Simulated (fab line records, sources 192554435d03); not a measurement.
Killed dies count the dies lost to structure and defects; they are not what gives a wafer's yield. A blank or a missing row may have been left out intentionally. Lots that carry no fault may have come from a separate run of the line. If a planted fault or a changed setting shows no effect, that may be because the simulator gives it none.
What tool caused it? ; flow n5 finfet ; 21 wafers from 7 lots sampled at 4 of the route's 1938 steps

WHAT THE GAUGES READ, wafer by wafer
N5_SD_EPI_P_EPI_MEAS_23.
lot;measured;on;thk nm (nm)
L614;day 4 11:40;film metro-01;62.6 60.5 61.3
L616;day 5 01:02;film metro-02;61.7 61.8 62.7
L620;day 6 00:37;film metro-02;61.1 59.3 61.0
L623;day 6 13:44;film metro-02;60.9 61.4 62.2
L627;day 7 17:36;film metro-02;61.1 61.3 59.8
L631;day 8 17:57;film metro-01;58.9 60.4 60.6
L633;day 9 06:18;film metro-01;61.7 63.3 60.8

WHAT TOOL EACH LOT RAN ON (gives the tool, then ch and the chambers of the sampled wafers, and finally the start)
lot;N5_SD_EPI_P_ETCH_47;N5_SD_EPI_P_ETCH_16;N5_SD_EPI_P_EPI_21
L614;rie diel-04 ch 0,2, day 4 07:47;rie diel-04 ch 0,2, day 4 07:53;epi rpcvd-01 ch 0, day 4 08:45
L616;rie diel-05 ch 0,1,3, day 4 22:01;rie diel-05 ch 0,1,3, day 4 22:07;epi rpcvd-03 ch 0, day 4 22:51
L620;rie diel-02 ch 0,3, day 5 21:35;rie diel-02 ch 0,3, day 5 21:41;epi rpcvd-02 ch 0, day 5 22:25
L623;rie diel-02 ch 1,2, day 6 10:43;rie diel-02 ch 1,2, day 6 10:49;epi rpcvd-02 ch 0, day 6 12:16
L627;rie diel-05 ch 0,1,2, day 7 14:33;rie diel-05 ch 0,1,2, day 7 14:39;epi rpcvd-02 ch 0, day 7 15:23
L631;rie diel-02 ch 0,1,3, day 8 12:58;rie diel-02 ch 0,1,3, day 8 13:04;epi rpcvd-01 ch 0, day 8 15:21
L633;rie diel-05 ch 0,1,3, day 9 03:13;rie diel-05 ch 0,1,3, day 9 03:19;epi rpcvd-03 ch 0, day 9 04:28
- N5_SD_EPI_P_ETCH_47: etches SiOCN in CH3F/O2, target depth 25 nm.
- N5_SD_EPI_P_ETCH_16: etches SiO2 in CHF3/O2, target depth 5 nm.
- N5_SD_EPI_P_EPI_21: deposits SiGe:B, time 355 s.

THE ANSWER, worked out from the rows above alone
Rule: usual is defined by the lots themselves. Put in order of their means at a reading, lots are off if they are a third of the lots or fewer, leave a main group of 4 or more, and stand apart from it by a gap of 3 or more times the standard deviation of the main group's means; of several such gaps the widest counts. A main group is skipped when, at the precision printed for the reading in the tables above, its means are all equal. Also off: a lot with no number at a reading for which 4 or more lots have one. The other lots that the step has rows for count as sound.
No lot is off on any of the readings shown, so nothing can be concluded from this.

WHAT THE SIMULATOR HAD INSERTED
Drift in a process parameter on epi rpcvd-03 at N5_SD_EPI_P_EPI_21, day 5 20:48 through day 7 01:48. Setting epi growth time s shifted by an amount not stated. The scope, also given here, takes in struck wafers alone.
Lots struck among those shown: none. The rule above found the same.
